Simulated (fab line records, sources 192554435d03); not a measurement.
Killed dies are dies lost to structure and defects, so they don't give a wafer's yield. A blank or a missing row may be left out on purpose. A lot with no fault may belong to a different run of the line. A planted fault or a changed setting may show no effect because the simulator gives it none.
fab line records | flow n5-finfet
record: lots: 7 wafers: 21
route steps=1938 shown BEOL_M9@1401 BEOL_M10@1477 BEOL_M11@1543 BEOL_M12@1605 PASSIVATION@1936
start-h: the number of hours between the record's first day and the start of the first shown wafer of the lot | wait-h: hours elapsed since this lot's preceding step | " identical to the entry in the row above | L1.1+2: one row covering several wafers at once | - no value present, or no start provided | * or withheld: withheld | < > ~ a bound
route shown NAME@n: a module of which the file shows steps, and the number in the route of the first | usual: mean/standard deviation taken from wafers without a fault | same: alike in all rows | chamber/n: place in a boat | sites: the reading at each site | _std_site: the values' standard deviation | _edge_site: the outer-site mean with the inner-site mean subtracted | radius-mm: how far each site lies from the wafer's centre | mask NAME#n: copy n | behind: the most recent tool/chamber to have shaped the wafer | hold: what put the lot on hold/how long, in hours/how the hold closed | device: transistor that didn't switch, given as n, p or np | end of line: at the end of the route, the tests of the same wafers | a step with no rows: only its recipe | killed: count of dies lost to structure and defects at first sort (not the wafer's yield) | map: shows each die of a wafer: x if killed, . if not, _ if none is there
set.NAME: the setting as run; set.NAME@STEP: as run at that earlier step | model.NAME: the simulator's own value behind a step, which no gauge read
lots where settings were altered on purpose, with a table for each step and a row for each wafer
== steps ==
step: N5_BEOL_M9_ILD_DEP_00
recipe: material: SiCOH_lowk target-thk-a: 3085.1 temp-c: 300 precursor: DEMS/porogen pressure-torr: 5 rf-w: 500 time-s: 58
columns lot.wafer tool chamber start-h wait-h set.time-s model.SiCOH_lowk_of_BEOL_M9_ILD_DEP_00.thk-nm
L080.1 pecvd-01 0 234.41 0.0 58 303
L080.2 " 1 " " 58 305.6
L080.5 " 1 " " 65.46 348.2
L087.1 pecvd-01 1 277.43 0.0 58 308
L087.2 " 2 " " 58 308.2
L087.4 " 1 " " 65.18 350.4
L090.1 pecvd-01 1 302.24 0.0 51.41 272
L090.5 " 1 " " 58 312.6
L090.6 " 1 " " 51.41 277.2
L091.1 pecvd-01 1 317.63 0.0 60.58 320.4
L091.5 " 2 " " 58 311.6
L091.6 " 1 " " 58 312.6
L093.1 pecvd-03 1 320.47 0.0 58 302.4
L093.2 " 2 " " 58 301.2
L093.5 " 0 " " 58 309.8
L095.1 pecvd-01 1 330.08 0.0 52.35 277.6
L095.3 " 0 " " 58 311
L095.6 " 2 " " 52.35 282.6
L096.1 pecvd-04 1 338.84 0.0 50.61 266.8
L096.3 " 2 " " 50.61 266
L096.6 " 0 " " 58 313.2
step: N5_BEOL_M9_CURE_71
recipe: temp-c: 385 time-s: 240 ambient: He/Ar material: SiCOH_lowk
columns lot.wafer tool chamber start-h wait-h set.time-s@BEOL_M9_ILD_DEP_00 model.SiCOH_lowk_of_BEOL_M9_ILD_DEP_00.thk-nm
L080.1 uv-cure-02 2 234.64 0.2 58 263.2
L080.2 " 2 " " 58 265.4
L080.5 " 2 " " 65.46 303.2
L087.1 uv-cure-01 2 277.54 0.1 58 267.4
L087.2 " 2 " " 58 267.8
L087.4 " 2 " " 65.18 305
L090.1 uv-cure-01 2 302.44 0.2 51.41 235.8
L090.5 " 2 " " 58 271.6
L090.6 " 2 " " 51.41 240.4
L091.1 uv-cure-02 2 317.70 0.0 60.58 278.6
L091.5 " 2 " " 58 270.8
L091.6 " 2 " " 58 271.6
L093.1 uv-cure-02 0 320.55 0.0 58 262.6
L093.2 " 0 " " 58 261.6
L093.5 " 0 " " 58 269
L095.1 uv-cure-01 0 330.15 0.0 52.35 240.6
L095.3 " 0 " " 58 270.2
L095.6 " 0 " " 52.35 245
L096.1 uv-cure-02 2 338.92 0.0 50.61 231.4
L096.3 " 2 " " 50.61 230.6
L096.6 " 2 " " 58 272
step: N5_BEOL_M9_THK_MEAS_01
recipe: reads: SiCOH_lowk_of_BEOL_M9_ILD_DEP_00
usual: M9_ILD_THK: 269/3.7
columns lot.wafer tool chamber start-h wait-h set.time-s@BEOL_M9_ILD_DEP_00 M9_ILD_THK[nm]
L080.1 film-metro-01 - 235.15 0.4 58 263
L080.2 " - " " 58 266
L080.5 " - " " 65.46 303
L087.1 film-metro-02 - 278.05 0.4 58 267
L087.2 " - " " 58 268
L087.4 " - " " 65.18 305
L090.1 film-metro-02 - 302.95 0.4 51.41 236
L090.5 " - " " 58 272
L090.6 " - " " 51.41 240
L091.1 film-metro-02 - 318.22 0.4 60.58 279
L091.5 " - " " 58 270
L091.6 " - " " 58 272
L093.1 film-metro-01 - 321.06 0.4 58 262
L093.2 " - " " 58 262
L093.5 " - " " 58 269
L095.1 film-metro-02 - 330.67 0.4 52.35 241
L095.3 " - " " 58 270
L095.6 " - " " 52.35 245
L096.1 film-metro-01 - 339.43 0.4 50.61 231
L096.3 " - " " 50.61 231
L096.6 " - " " 58 272
step: N5_BEOL_M9_HM_DEP_02
recipe: material: TiN target-thk-a: 200 temp-c: 25 chamber-pressure-pa: 0.49996
columns lot.wafer tool chamber start-h wait-h set.target-thk-a model.TiN_of_BEOL_M9_HM_DEP_02.thk-nm
L080.1 pvd-sputter-03 - 236.25 1.0 200 19.8
L080.2 " - " " 184.6 18.6
L080.5 " - " " 200 20.2
L087.1 pvd-sputter-02 - 280.64 2.5 200 19.8
L087.2+4 " - " " 223.1 22.2
L090.1 pvd-sputter-01 - 303.05 0.0 200 20
L090.5+6 " - " " 200 20.2
L091.1 pvd-sputter-03 - 318.32 0.0 223.7 22.6
L091.5 " - " " 223.7 22.8
L091.6 " - " " 200 20.2
L093.1+5 pvd-sputter-01 - 321.17 0.1 200 19.8
L093.2 " - " " 200 20.2
L095.1 pvd-sputter-03 - 332.22 1.5 200 20.6
L095.3+6 " - " " 200 20.4
L096.1+6 pvd-sputter-02 - 339.71 0.2 187.4 19
L096.3 " - " " 200 20.2
step: N5_BEOL_M9_COAT_59
recipe: resist: SOC temp-c: 250 time-s: 60 spin-rpm: 1500 resist-thk-nm: 100
step: N5_BEOL_M9_COAT_60
recipe: resist: SiARC temp-c: 220 time-s: 60 spin-rpm: 1500 resist-thk-nm: 30
step: N5_BEOL_M9_STRIP_68
recipe: chemistry: N2/H2 temp-c: 40 n2-flow-sccm: 200 h2-flow-sccm: 200 rf-frequency-hz: 6e+07
step: N5_BEOL_M9_STRIP_67
recipe: chemistry: CF4 resist: SiARC power-w: 300 bias-power-w: 75 pressure-mtorr: 50 cf4-flow-sccm: 150 rf-frequency-hz: 6e+07
step: N5_BEOL_M9_HM_OPEN_17
recipe: chemistry: Cl2/BCl3 target-depth-a: 200 overetch-a: 60 target: TiN mask-material: SOC ion-energy-ev: 150 pressure-mtorr: 10 icp-w: 1000 bias-w: 126 Cl2_flow_sccm: 53.25 bcl3-flow-sccm: 21.75 Ar_flow_sccm: 25
columns lot.wafer tool chamber start-h wait-h set.target-thk-a@BEOL_M9_HM_DEP_02 model.etch.depth-nm
L080.1 rie-metal-03 1 237.16 0.0 200 19.71
L080.2 " 0 " " 184.6 18.58
L080.5 " 0 " " 200 20.15
L087.1 rie-metal-03 1 282.16 0.0 200 19.84
L087.2 " 1 " " 223.1 22.21
L087.4 " 1 " " 223.1 22.19
L090.1 rie-metal-03 1 303.90 0.0 200 20.08
L090.5 " 1 " " 200 20.15
L090.6 " 1 " " 200 20.2
L091.1 rie-metal-03 1 319.18 0.0 223.7 22.52
L091.5 " 1 " " 223.7 22.72
L091.6 " 1 " " 200 20.23
L093.1 rie-metal-02 1 321.92 0.0 200 19.74
L093.2 " 1 " " 200 20.11
L093.5 " 1 " " 200 19.84
L095.1 rie-metal-03 1 333.08 0.0 200 20.68
L095.3 " 1 " " 200 20.39
L095.6 " 1 " " 200 20.38
L096.1 rie-metal-01 0 341.05 0.0 187.4 18.96
L096.3 " 0 " " 200 20.25
L096.6 " 1 " " 187.4 19.1
step: N5_BEOL_M9_EXPOSE_25
recipe: mask-id: V8 na: 0.33 source-shape: annular sigma-inner: 0.4 sigma-outer: 0.8 polarization: unpolarized dose-mj: 37.25
columns lot.wafer tool chamber start-h wait-h mask set.dose-mj
L080.1+2+5 euv-scanner-02 0 238.74 - V8#0 37.25
L087.1+2+4 euv-scanner-02 0 285.52 - V8#0 37.25
L090.1+5+6 euv-scanner-02 0 308.87 - V8#0 37.25
L091.1+5 euv-scanner-01 0 319.81 - V8#0 37.25
L091.6 " 0 " " V8#0 36.17
L093.1+2+5 euv-scanner-01 0 326.77 - V8#0 37.25
L095.1+3 euv-scanner-01 0 334.34 - V8#0 37.25
L095.6 " 0 " " V8#0 38.91
L096.1+3+6 euv-scanner-02 0 342.48 - V8#0 37.25
step: N5_BEOL_M9_PEB_26
recipe: peb-temp-c: 100 peb-time-s: 60 resist: CAR-EUV
step: N5_BEOL_M9_DEVELOP_27
recipe: develop-time-s: 30 developer: TMAH resist: CAR-EUV rinse-liquid: surfactant-rinse dry: air-spin dev-temp-c: 23
step: N5_BEOL_M9_CD_MEAS_28
recipe: target-cd-nm: 70 landing-energy-ev: 500 detector: se-inlens polarity: opening
usual: cd-nm: 70.0/0.3
columns lot.wafer tool chamber start-h wait-h set.dose-mj@BEOL_M9_EXPOSE_25 cd-nm
L080.1 cd-sem-01 0 238.87 - 37.25 70.5
L080.2 " 0 " " 37.25 70.5
L080.5 " 0 " " 37.25 70.0
L087.1 cd-sem-02 0 285.65 - 37.25 70.3
L087.2 " 0 " " 37.25 70.3
L087.4 " 0 " " 37.25 70.5
L090.1 cd-sem-01 0 309.00 - 37.25 69.8
L090.5 " 0 " " 37.25 69.7
L090.6 " 0 " " 37.25 69.9
L091.1 cd-sem-02 0 319.94 - 37.25 70.2
L091.5 " 0 " " 37.25 70.5
L091.6 " 0 " " 36.17 69.2
L093.1 cd-sem-02 0 326.90 - 37.25 69.8
L093.2 " 0 " " 37.25 70.2
L093.5 " 0 " " 37.25 70.1
L095.1 cd-sem-03 0 334.47 - 37.25 69.9
L095.3 " 0 " " 37.25 69.8
L095.6 " 0 " " 38.91 71.0
L096.1 cd-sem-01 0 342.61 - 37.25 70.0
L096.3 " 0 " " 37.25 69.6
L096.6 " 0 " " 37.25 70.0
step: N5_BEOL_M10_COAT_05
recipe: resist: CAR-ArF spin-rpm: 1500 resist-thk-nm: 90
columns lot.wafer tool chamber start-h wait-h set.spin-rpm model.CAR-ArF_of_BEOL_M10_COAT_05.thk-nm
L080.1 litho-track-03 0 - - 1500 90
L080.2+5 " 0 " " 1500 90.2
L087.1 litho-track-04 0 - - 1500 90.2
L087.2 " 0 " " 1412 93.2
L087.4 " 0 " " 1500 90.4
L090.1 litho-track-01 0 - - 1451 91.8
L090.5 " 0 " " 1451 91.4
L090.6 " 0 " " 1500 90.4
L091.1+5 litho-track-01 0 - - 1614 87.2
L091.6 " 0 " " 1500 90.2
L093.1 litho-track-03 0 - - 1500 89.6
L093.2+5 " 0 " " 1500 90
L095.1 litho-track-03 0 - - 1500 90.2
L095.3+6 " 0 " " 1397 93.2
L096.1+6 litho-track-04 0 - - 1648 85.6
L096.3 " 0 " " 1648 85.8
step: N5_BEOL_M10_EBR_07
recipe: solvent: PGMEA ebr-width-mm: 1.5
step: N5_BEOL_M10_SOFTBAKE_06
recipe: temp-c: 110 time-s: 60 resist: CAR-ArF
step: N5_BEOL_M10_DESCUM_16
recipe: chemistry: O2 time-s: 7.9 source-power-w: 50 bias-power-w: 20 pressure-mtorr: 20 rf-frequency-hz: 2.712e+07 temp-c: 40 resist: CAR-ArF o2-flow-sccm: 225
columns lot.wafer tool chamber start-h wait-h set.spin-rpm@BEOL_M10_COAT_05 model.CAR-ArF_of_BEOL_M10_COAT_05.thk-nm
L080.1 rie-diel-01 2 243.60 0.0 1500 83.4
L080.2 " 0 " " 1500 83.8
L080.5 " 0 " " 1500 83.6
L087.1+4 rie-diel-02 2,3 293.81 0.0 1500 83.8
L087.2 " 0 " " 1412 86.6
L090.1+5 rie-diel-06 3,1 315.67 0.4 1451 85
L090.6 " 0 " " 1500 83.8
L091.1 rie-diel-01 1 329.29 0.1 1614 80.8
L091.5 " 2 " " 1614 80.6
L091.6 " 3 " " 1500 83.6
L093.1 rie-diel-02 3 333.03 0.0 1500 83
L093.2+5 " 0,3 " " 1500 83.4
L095.1 rie-diel-02 0 340.01 0.0 1500 83.4
L095.3+6 " 3,1 " " 1397 86.8
L096.1+6 rie-diel-02 1,3 347.84 0.0 1648 79
L096.3 " 0 " " 1648 79.2
step: N5_BEOL_M11_COAT_05
recipe: resist: CAR-ArF spin-rpm: 1500 resist-thk-nm: 90
columns lot.wafer tool chamber start-h wait-h set.spin-rpm model.CAR-ArF_of_BEOL_M11_COAT_05.thk-nm
L080.1 litho-track-02 0 - - 1621 86.4
L080.2 " 0 " " 1621 86.6
L080.5 " 0 " " 1500 90
L087.1+2 litho-track-05 0 - - 1425 92.4
L087.4 " 0 " " 1425 92.2
L090.1 litho-track-02 0 - - 1658 85.6
L090.5+6 " 0 " " 1500 90
L091.1 litho-track-02 0 - - 1658 85.6
L091.5+6 " 0 " " 1500 90
L093.1 litho-track-05 0 - - 1500 90.2
L093.2 " 0 " " 1500 90.4
L093.5 " 0 " " 1500 90
L095.1+6 litho-track-02 0 - - 1500 90.4
L095.3 " 0 " " 1500 90.2
L096.1 litho-track-01 0 - - 1332 96
L096.3+6 " 0 " " 1500 90.2
step: N5_BEOL_M11_EBR_07
recipe: solvent: PGMEA ebr-width-mm: 1.5
step: N5_BEOL_M11_SOFTBAKE_06
recipe: temp-c: 110 time-s: 60 resist: CAR-ArF
step: N5_BEOL_M11_EXPOSE_08
recipe: mask-id: M11 na: 1.35 source-shape: dipole sigma-inner: 0.411 sigma-outer: 0.611 polarization: te dose-mj: 53.75
step: N5_BEOL_M11_PEB_09
recipe: peb-temp-c: withheld peb-time-s: 60 resist: CAR-ArF
step: N5_BEOL_M11_DEVELOP_10
recipe: develop-time-s: 30 developer: TMAH resist: CAR-ArF rinse-liquid: diw dry: air-spin dev-temp-c: 23
columns lot.wafer tool chamber start-h wait-h set.spin-rpm@BEOL_M11_COAT_05 model.CAR-ArF_of_BEOL_M11_COAT_05.thk-nm
L080.1 litho-track-05 0 - - 1621 84.6
L080.2 " 0 " " 1621 85
L080.5 " 0 " " 1500 88.2
L087.1 litho-track-01 0 - - 1425 90.8
L087.2+4 " 0 " " 1425 90.6
L090.1 litho-track-05 0 - - 1658 83.8
L090.5+6 " 0 " " 1500 88.4
L091.1 litho-track-05 0 - - 1658 83.8
L091.5 " 0 " " 1500 88.2
L091.6 " 0 " " 1500 88.4
L093.1+2 litho-track-05 0 - - 1500 88.6
L093.5 " 0 " " 1500 88.4
L095.1+6 litho-track-02 0 - - 1500 88.8
L095.3 " 0 " " 1500 88.6
L096.1 litho-track-05 0 - - 1332 94.2
L096.3+6 " 0 " " 1500 88.4
step: N5_BEOL_M11_ETCH_62
recipe: chemistry: N2/H2 target: SOC target-depth-a: 1100 overetch-a: 220 mask-material: SiARC temp-c: 40 time-s: 165 ion-energy-ev: 200 pressure-mtorr: 30 source-w: 840 bias-w: 150 n2-flow-sccm: 200 h2-flow-sccm: 200
usual: rf-vpp-V: 524/3.1
columns lot.wafer tool chamber start-h wait-h set.bias-w rf-vpp-V model.SiARC_of_BEOL_M11_COAT_60.thk-nm
L080.1 rie-diel-05 1 251.53 0.0 150 524 23.6
L080.2 " 3 " " 166.8 556 22.8
L080.5 " 2 " " 166.8 562 22.8
L087.1 rie-diel-04 3 299.45 0.0 173.4 574 22.6
L087.2 " 0 " " 150 520 23.6
L087.4 " 3 " " 150 523 23.8
L090.1 rie-diel-04 3 321.63 0.0 125.3 467 25.2
L090.5 " 2 " " 125.3 473 25.2
L090.6 " 3 " " 150 521 23.8
L091.1 rie-diel-03 0 337.77 0.0 133.8 487 24.2
L091.5 " 3 " " 150 528 23.2
L091.6 " 0 " " 133.8 485 24
L093.1 rie-diel-05 0 340.27 0.0 150 522 23.6
L093.2 " 2 " " 150 527 23.6
L093.5 " 3 " " 150 520 23.8
L095.1 rie-diel-05 3 347.86 0.0 150 521 23.6
L095.3 " 2 " " 150 528 23.6
L095.6 " 3 " " 150 521 23.8
L096.1 rie-diel-05 3 354.49 0.0 171 563 22.6
L096.3 " 2 " " 150 528 23.6
L096.6 " 1 " " 150 522 23.4
step: N5_BEOL_M12_COAT_04
recipe: spin-rpm: 1625 resist-thk-nm: 400
columns lot.wafer tool chamber start-h wait-h set.spin-rpm model.coat_of_BEOL_M12_COAT_04.thk-nm
L080.1 litho-track-02 0 - - 1537 412.8
L080.2 " 0 " " 1625 400
L080.5 " 0 " " 1537 411.8
L087.1 litho-track-04 0 - - 1801 381.4
L087.2 " 0 " " 1625 401
L087.4 " 0 " " 1625 401.6
L090.1 litho-track-03 0 - - 1625 402
L090.5 " 0 " " 1500 417.2
L090.6 " 0 " " 1625 401
L091.1 litho-track-04 0 - - 1714 389.4
L091.5 " 0 " " 1714 389
L091.6 " 0 " " 1625 399.4
L093.1 litho-track-03 0 - - 1625 400
L093.2 " 0 " " 1625 400.6
L093.5 " 0 " " 1625 401
L095.1 litho-track-03 0 - - 1714 388.8
L095.3 " 0 " " 1625 401
L095.6 " 0 " " 1714 389
L096.1 litho-track-04 0 - - 1784 382.8
L096.3 " 0 " " 1784 383.4
L096.6 " 0 " " 1625 401.6
step: N5_BEOL_M12_EBR_06
recipe: solvent: PGMEA ebr-width-mm: 1.5
step: N5_BEOL_M12_SOFTBAKE_05
recipe: temp-c: 130 time-s: 60
step: N5_BEOL_M12_DESCUM_15
recipe: chemistry: O2 time-s: 7.9 source-power-w: 50 bias-power-w: 20 pressure-mtorr: 20 rf-frequency-hz: 2.712e+07 temp-c: 40 o2-flow-sccm: 225
columns lot.wafer tool chamber start-h wait-h set.spin-rpm@BEOL_M12_COAT_04 model.coat_of_BEOL_M12_COAT_04.thk-nm
L080.1 rie-diel-06 2 257.86 0.3 1537 394.6
L080.2 " 0 " " 1625 381.8
L080.5 " 3 " " 1537 393.6
L087.1 rie-diel-02 0 304.06 0.0 1801 363.2
L087.2 " 3 " " 1625 383
L087.4 " 1 " " 1625 383.6
L090.1 rie-diel-01 3 332.06 0.1 1625 383.8
L090.5 " 0 " " 1500 399
L090.6 " 3 " " 1625 383
L091.1 rie-diel-02 0 343.18 0.0 1714 371.2
L091.5 " 3 " " 1714 370.8
L091.6 " 0 " " 1625 381.2
L093.1 rie-diel-01 2 345.67 0.3 1625 382
L093.2 " 3 " " 1625 382.4
L093.5 " 2 " " 1625 382.8
L095.1 rie-diel-01 2 352.43 0.0 1714 370.6
L095.3 " 1 " " 1625 383
L095.6 " 0 " " 1714 370.8
L096.1 rie-diel-06 3 360.58 0.0 1784 364.6
L096.3 " 2 " " 1784 365.2
L096.6 " 1 " " 1625 383.4
step: N5_BEOL_M12_ETCH_59
recipe: chemistry: N2/H2 target: BARC target-depth-a: 890 overetch-a: 267 time-s: 67.9 ion-energy-ev: 200 pressure-mtorr: 30 source-w: 840 bias-w: 150 n2-flow-sccm: 200 h2-flow-sccm: 200
usual: rf-vpp-V: 523.5/2.7
columns lot.wafer tool chamber start-h wait-h set.bias-w rf-vpp-V
L080.1 rie-diel-06 2 257.90 0.0 150 525.5
L080.2 " 0 " " 150 528.5
L080.5 " 3 " " 150 521.9
L087.1 rie-diel-02 0 304.10 0.0 143 512.4
L087.2 " 3 " " 143 507.4
L087.4 " 1 " " 150 520.9
L090.1 rie-diel-01 3 332.09 0.0 150 522.6
L090.5 " 0 " " 172.9 571.7
L090.6 " 3 " " 150 520.1
L091.1 rie-diel-02 0 343.22 0.0 150 528.3
L091.5 " 3 " " 156.8 536.3
L091.6 " 0 " " 150 528.0
L093.1 rie-diel-01 2 345.70 0.0 150 526.2
L093.2 " 3 " " 150 520.7
L093.5 " 2 " " 150 524.4
L095.1 rie-diel-01 2 352.46 0.0 140.4 502.7
L095.3 " 1 " " 150 520.1
L095.6 " 0 " " 150 522.3
L096.1 rie-diel-06 3 360.61 0.0 125.5 465.7
L096.3 " 2 " " 125.5 467.7
L096.6 " 1 " " 150 520.8
step: N5_BEOL_M12_VIA_ETCH_16
recipe: chemistry: C4F8/O2/Ar target: SiOC pressure-mtorr: 30 source-w: 3000 bias-w: 700 Ar_flow_sccm: 400 C4F8_flow_sccm: 15 O2_flow_sccm: 8 he-inner-torr: 15 he-outer-torr: 30 target-depth-a: 7248 time-s: withheld ion-energy-ev: 250 ends: cleared
columns lot.wafer tool chamber start-h wait-h set.spin-rpm@BEOL_M12_COAT_04 model.coat_of_BEOL_M12_COAT_04.thk-nm
L080.1 rie-diel-06 2 257.95 0.0 1537 135.2
L080.2 " 0 " " 1625 124.2
L080.5 " 3 " " 1537 128
L087.1 rie-diel-02 0 304.15 0.0 1801 105.8
L087.2 " 3 " " 1625 125.6
L087.4 " 1 " " 1625 124.8
L090.1 rie-diel-01 3 332.14 0.0 1625 133
L090.5 " 0 " " 1500 137.6
L090.6 " 3 " " 1625 127
L091.1 rie-diel-02 0 343.27 0.0 1714 109.2
L091.5 " 3 " " 1714 111.8
L091.6 " 0 " " 1625 122.4
L093.1 rie-diel-01 2 345.75 0.0 1625 123.2
L093.2 " 3 " " 1625 124.4
L093.5 " 2 " " 1625 123.4
L095.1 rie-diel-01 2 352.51 0.0 1714 116.4
L095.3 " 1 " " 1625 125.2
L095.6 " 0 " " 1714 110.4
L096.1 rie-diel-06 3 360.66 0.0 1784 106.8
L096.3 " 2 " " 1784 112
L096.6 " 1 " " 1625 122.4
step: N5_BEOL_M12_STRIP_63
recipe: chemistry: N2/H2 power-w: 1000 temp-c: 250 h2-frac: 0.65 overash-fraction: 0.3 pressure-mtorr: 1000 n2-flow-sccm: 1750 h2-flow-sccm: 3250
usual: strip-time-to-endpoint-s: 42.3/0.93
columns lot.wafer tool chamber start-h wait-h set.spin-rpm@BEOL_M12_COAT_04 strip-time-to-endpoint-s
L080.1 plasma-asher-01 0 258.15 - 1537 45.8
L080.2 " 1 " " 1625 42.8
L080.5 " 0 " " 1537 43.8
L087.1 plasma-asher-01 0 304.35 - 1801 37.8
L087.2 " 1 " " 1625 43.2
L087.4 " 0 " " 1625 43.0
L090.1 plasma-asher-01 1 332.34 - 1625 45.2
L090.5 " 0 " " 1500 46.4
L090.6 " 1 " " 1625 43.5
L091.1 plasma-asher-01 1 343.47 - 1714 38.7
L091.5 " 0 " " 1714 39.5
L091.6 " 1 " " 1625 42.3
L093.1 plasma-asher-02 0 345.95 - 1625 42.5
L093.2 " 1 " " 1625 42.8
L093.5 " 0 " " 1625 42.6
L095.1 plasma-asher-02 0 352.71 - 1714 40.7
L095.3 " 1 " " 1625 43.1
L095.6 " 1 " " 1714 39.1
L096.1 plasma-asher-01 0 360.86 - 1784 38.1
L096.3 " 0 " " 1784 39.5
L096.6 " 0 " " 1625 42.3
step: N5_PASSIVATION_PROBE_49
usual: defect-limited-yield: 91.0/1.5 killed-dies: 106/17 sort-yield-pct: 91.0/1.5
columns lot.wafer tool chamber start-h wait-h set.temp-c@MOL_CONTACT_COAG_PECVD_31 set.bias-w@BEOL_M11_ETCH_62 defect-limited-yield[%] killed-dies sort-yield-pct[%]
L080.1 prober-01 - 292.73 0.0 400 150 90.9 107 90.9
L080.2 prober-01 - 292.78 0.1 400 166.8 84.1 188 84.1
L080.5 prober-01 - 292.93 0.2 400 166.8 84.2 186 84.2
L087.1 prober-02 - 341.91 0.0 417.9 173.4 0.3 1177 0.3
L087.2 prober-02 - 341.96 0.1 400 150 87.7 145 87.7
L087.4 prober-02 - 342.06 0.2 400 150 88.1 140 88.1
L090.1 prober-02 - 368.21 0.0 410.9 125.3 91.4 101 91.4
L090.5 prober-02 - 368.41 0.2 410.9 125.3 90.9 107 90.9
L090.6 prober-02 - 368.46 0.3 400 150 85.3 174 85.3
L091.1 prober-02 - 377.16 0.0 417 133.8 57.0 507 57.0
L091.5 prober-02 - 377.36 0.2 400 150 89.3 126 89.3
L091.6 prober-02 - 377.41 0.3 417 133.8 81.8 215 81.8
L093.1 prober-02 - 380.97 0.0 400 150 90.0 118 90.0
L093.2 prober-02 - 381.02 0.1 400 150 91.9 95 91.9
L093.5 prober-02 - 381.17 0.2 400 150 91.6 99 91.6
L095.1 prober-01 - 393.31 0.0 393.1 150 85.6 170 85.6
L095.3 prober-01 - 393.41 0.1 393.1 150 87.0 153 87.0
L095.6 prober-01 - 393.56 0.3 393.1 150 81.6 217 81.6
L096.1 prober-02 - 404.80 0.0 400 171 0.2 1178 0.2
L096.3 prober-02 - 404.90 0.1 387.4 150 86.8 156 86.8
L096.6 prober-02 - 405.05 0.3 387.4 150 89.2 127 89.2
== key ==
split: step: N5_BEOL_M9_ILD_DEP_00 setting: time-s stated: 58 by: wafer
response: step: N5_BEOL_M9_ILD_DEP_00 reading: model.SiCOH_lowk_of_BEOL_M9_ILD_DEP_00.thk-nm change: +3.39 per: 1% r: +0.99
response: step: N5_BEOL_M9_CURE_71 reading: model.SiCOH_lowk_of_BEOL_M9_ILD_DEP_00.thk-nm change: +2.99 per: 1% r: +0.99
response: step: N5_BEOL_M9_THK_MEAS_01 reading: M9_ILD_THK change: +2.99 per: 1% r: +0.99
split: step: N5_BEOL_M9_HM_DEP_02 setting: target-thk-a stated: 200 by: wafer
response: step: N5_BEOL_M9_HM_DEP_02 reading: model.TiN_of_BEOL_M9_HM_DEP_02.thk-nm change: +0.203 per: 1% r: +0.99
response: step: N5_BEOL_M9_HM_OPEN_17 reading: model.etch.depth-nm change: +0.197 per: 1% r: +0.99
split: step: N5_BEOL_M9_EXPOSE_25 setting: dose-mj stated: 37.25 by: wafer
response: step: N5_BEOL_M9_CD_MEAS_28 reading: cd-nm change: +0.307 per: 1% r: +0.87
split: step: N5_BEOL_M10_COAT_05 setting: spin-rpm stated: 1500 by: wafer
response: step: N5_BEOL_M10_COAT_05 reading: model.CAR-ArF_of_BEOL_M10_COAT_05.thk-nm change: -0.429 per: 1% r: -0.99
response: step: N5_BEOL_M10_DESCUM_16 reading: model.CAR-ArF_of_BEOL_M10_COAT_05.thk-nm change: -0.438 per: 1% r: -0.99
split: step: N5_BEOL_M11_COAT_05 setting: spin-rpm stated: 1500 by: wafer
response: step: N5_BEOL_M11_COAT_05 reading: model.CAR-ArF_of_BEOL_M11_COAT_05.thk-nm change: -0.451 per: 1% r: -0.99
response: step: N5_BEOL_M11_DEVELOP_10 reading: model.CAR-ArF_of_BEOL_M11_COAT_05.thk-nm change: -0.456 per: 1% r: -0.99
split: step: N5_BEOL_M11_ETCH_62 setting: bias-w stated: 150 by: wafer
response: step: N5_BEOL_M11_ETCH_62 reading: rf-vpp-V change: +3.21 per: 1% r: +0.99
response: step: N5_BEOL_M11_ETCH_62 reading: model.SiARC_of_BEOL_M11_COAT_60.thk-nm change: -0.0751 per: 1% r: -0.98
response: step: N5_PASSIVATION_PROBE_49 reading: defect-limited-yield slope: -2.38 per: 1% together-with: temp-c@MOL_CONTACT_COAG_PECVD_31 explained: 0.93
response: step: N5_PASSIVATION_PROBE_49 reading: killed-dies slope: +28.1 per: 1% together-with: temp-c@MOL_CONTACT_COAG_PECVD_31 explained: 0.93
response: step: N5_PASSIVATION_PROBE_49 reading: sort-yield-pct slope: -2.38 per: 1% together-with: temp-c@MOL_CONTACT_COAG_PECVD_31 explained: 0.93
split: step: N5_BEOL_M12_COAT_04 setting: spin-rpm stated: 1625 by: wafer
response: step: N5_BEOL_M12_COAT_04 reading: model.coat_of_BEOL_M12_COAT_04.thk-nm change: -1.95 per: 1% r: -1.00
response: step: N5_BEOL_M12_DESCUM_15 reading: model.coat_of_BEOL_M12_COAT_04.thk-nm change: -1.96 per: 1% r: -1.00
response: step: N5_BEOL_M12_VIA_ETCH_16 reading: model.coat_of_BEOL_M12_COAT_04.thk-nm change: -1.56 per: 1% r: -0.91
response: step: N5_BEOL_M12_STRIP_63 reading: strip-time-to-endpoint-s change: * per: 1% r: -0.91
split: step: N5_BEOL_M12_ETCH_59 setting: bias-w stated: 150 by: wafer
response: step: N5_BEOL_M12_ETCH_59 reading: rf-vpp-V change: +3.19 per: 1% r: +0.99
split outside-this-file step=N5_MOL_CONTACT_COAG_PECVD_31 setting=temp-c
split outside-this-file: this setting was split too, and the file shows its column; the key of that split is in another file
